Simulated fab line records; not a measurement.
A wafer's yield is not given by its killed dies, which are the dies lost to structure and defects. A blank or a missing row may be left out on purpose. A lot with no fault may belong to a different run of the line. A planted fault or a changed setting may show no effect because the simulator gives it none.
Chamber matching || flow n5Finfet || N5_HKMG_FIN_ETCH_54 on rieDiel-05: 4 sister chambers
The step etches SiARC in CF4, target depth 45.5 nm, time 75.8 s. 20 wafers are shown with their chamber, then 10 later ones without.

== WAFERS PAIRED WITH THEIR CHAMBERS ==
{"wafer": "L078.2", "chamber": 2, "drypumpMotorCurrentA (A)": 5.6, "throttleValvePct (%)": 15.76, "oesProductAu (a.u.)": 0.67}
{"wafer": "L078.3", "chamber": 2, "drypumpMotorCurrentA (A)": 5.6, "throttleValvePct (%)": 15.76, "oesProductAu (a.u.)": 0.67}
{"wafer": "L078.6", "chamber": 3, "drypumpMotorCurrentA (A)": 5.6, "throttleValvePct (%)": 15.73, "oesProductAu (a.u.)": 0.58}
{"wafer": "L077.4", "chamber": 2, "drypumpMotorCurrentA (A)": 5.6, "throttleValvePct (%)": 15.73, "oesProductAu (a.u.)": 0.68}
{"wafer": "L077.5", "chamber": 2, "drypumpMotorCurrentA (A)": 5.6, "throttleValvePct (%)": 15.74, "oesProductAu (a.u.)": 0.67}
{"wafer": "L077.6", "chamber": 0, "drypumpMotorCurrentA (A)": 5.4, "throttleValvePct (%)": 15.47, "oesProductAu (a.u.)": 0.80}
{"wafer": "L080.2", "chamber": 1, "drypumpMotorCurrentA (A)": 6.2, "throttleValvePct (%)": 15.86, "oesProductAu (a.u.)": 0.58}
{"wafer": "L080.4", "chamber": 0, "drypumpMotorCurrentA (A)": 5.4, "throttleValvePct (%)": 15.49, "oesProductAu (a.u.)": 0.76}
{"wafer": "L080.5", "chamber": 3, "drypumpMotorCurrentA (A)": 5.5, "throttleValvePct (%)": 15.70, "oesProductAu (a.u.)": 0.58}
{"wafer": "L081.1", "chamber": 3, "drypumpMotorCurrentA (A)": 5.5, "throttleValvePct (%)": 15.74, "oesProductAu (a.u.)": 0.57}
{"wafer": "L081.2", "chamber": 1, "drypumpMotorCurrentA (A)": 6.2, "throttleValvePct (%)": 15.87, "oesProductAu (a.u.)": 0.57}
{"wafer": "L081.6", "chamber": 3, "drypumpMotorCurrentA (A)": 5.5, "throttleValvePct (%)": 15.72, "oesProductAu (a.u.)": 0.58}
{"wafer": "L083.2", "chamber": 2, "drypumpMotorCurrentA (A)": 5.6, "throttleValvePct (%)": 15.76, "oesProductAu (a.u.)": 0.67}
{"wafer": "L083.3", "chamber": 2, "drypumpMotorCurrentA (A)": 5.6, "throttleValvePct (%)": 15.76, "oesProductAu (a.u.)": 0.66}
{"wafer": "L083.6", "chamber": 2, "drypumpMotorCurrentA (A)": 5.6, "throttleValvePct (%)": 15.74, "oesProductAu (a.u.)": 0.67}
{"wafer": "L084.1", "chamber": 0, "drypumpMotorCurrentA (A)": 5.3, "throttleValvePct (%)": 15.51, "oesProductAu (a.u.)": 0.74}
{"wafer": "L084.3", "chamber": 3, "drypumpMotorCurrentA (A)": 5.6, "throttleValvePct (%)": 15.73, "oesProductAu (a.u.)": 0.57}
{"wafer": "L084.4", "chamber": 3, "drypumpMotorCurrentA (A)": 5.6, "throttleValvePct (%)": 15.73, "oesProductAu (a.u.)": 0.57}
{"wafer": "L085.1", "chamber": 2, "drypumpMotorCurrentA (A)": 5.6, "throttleValvePct (%)": 15.77, "oesProductAu (a.u.)": 0.66}
{"wafer": "L085.4", "chamber": 2, "drypumpMotorCurrentA (A)": 5.6, "throttleValvePct (%)": 15.77, "oesProductAu (a.u.)": 0.65}

SIGNATURES (averages over the wafers above)
{"reading": "drypumpMotorCurrentA", "chamber 0": 5.367, "chamber 1": 6.200, "chamber 2": 5.600, "chamber 3": 5.550, "scatter within a chamber": 0.0368}
{"reading": "throttleValvePct", "chamber 0": 15.4900, "chamber 1": 15.8650, "chamber 2": 15.7544, "chamber 3": 15.7250, "scatter within a chamber": 0.0146}
{"reading": "oesProductAu", "chamber 0": 0.7667, "chamber 1": 0.5750, "chamber 2": 0.6667, "chamber 3": 0.5750, "scatter within a chamber": 0.0129}
Rule: a wafer lies at a distance from a chamber equal to the root of the sum of squares, over the readings, of (its reading less the chamber's mean, divided by the reading's scatter). The wafer belongs to the nearest chamber; if the next one is less than 2 further off, it can't be placed. The scatter: take each reading less its chamber's mean, square it, sum over the shown wafers, divide by the number of wafers less the number of chambers, and take the root.

== WAFERS WITH NO CHAMBER GIVEN ==
{"wafer": "L085.6", "drypumpMotorCurrentA (A)": 6.2, "throttleValvePct (%)": 15.38, "oesProductAu (a.u.)": 0.84}
{"wafer": "L089.2", "drypumpMotorCurrentA (A)": 5.6, "throttleValvePct (%)": 15.80, "oesProductAu (a.u.)": 0.65}
{"wafer": "L089.3", "drypumpMotorCurrentA (A)": 5.4, "throttleValvePct (%)": 15.54, "oesProductAu (a.u.)": 0.73}
{"wafer": "L089.5", "drypumpMotorCurrentA (A)": 6.2, "throttleValvePct (%)": 15.41, "oesProductAu (a.u.)": 0.80}
{"wafer": "L091.2", "drypumpMotorCurrentA (A)": 5.5, "throttleValvePct (%)": 15.21, "oesProductAu (a.u.)": 0.83}
{"wafer": "L091.5", "drypumpMotorCurrentA (A)": 5.4, "throttleValvePct (%)": 15.55, "oesProductAu (a.u.)": 0.71}
{"wafer": "L091.6", "drypumpMotorCurrentA (A)": 5.5, "throttleValvePct (%)": 15.22, "oesProductAu (a.u.)": 0.82}
{"wafer": "L096.2", "drypumpMotorCurrentA (A)": 5.5, "throttleValvePct (%)": 15.24, "oesProductAu (a.u.)": 0.78}
{"wafer": "L096.5", "drypumpMotorCurrentA (A)": 5.6, "throttleValvePct (%)": 15.24, "oesProductAu (a.u.)": 0.79}
{"wafer": "L096.6", "drypumpMotorCurrentA (A)": 5.6, "throttleValvePct (%)": 15.83, "oesProductAu (a.u.)": 0.64}

== WHICH CHAMBER EACH ONE RAN IN ==
{"wafer": "L085.6", "from the rows above": 0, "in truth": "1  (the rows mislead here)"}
{"wafer": "L089.2", "from the rows above": 2, "in truth": 2}
{"wafer": "L089.3", "from the rows above": 0, "in truth": 0}
{"wafer": "L089.5", "from the rows above": 0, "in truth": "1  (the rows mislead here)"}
{"wafer": "L091.2", "from the rows above": 0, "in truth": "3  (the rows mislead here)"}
{"wafer": "L091.5", "from the rows above": 0, "in truth": 0}
{"wafer": "L091.6", "from the rows above": 0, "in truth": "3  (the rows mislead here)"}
{"wafer": "L096.2", "from the rows above": 0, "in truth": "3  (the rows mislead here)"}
{"wafer": "L096.5", "from the rows above": 0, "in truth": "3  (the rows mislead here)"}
{"wafer": "L096.6", "from the rows above": 2, "in truth": 2}
4 of 10 placed correctly. Not placeable from these rows: 0. 6 placed wrongly.
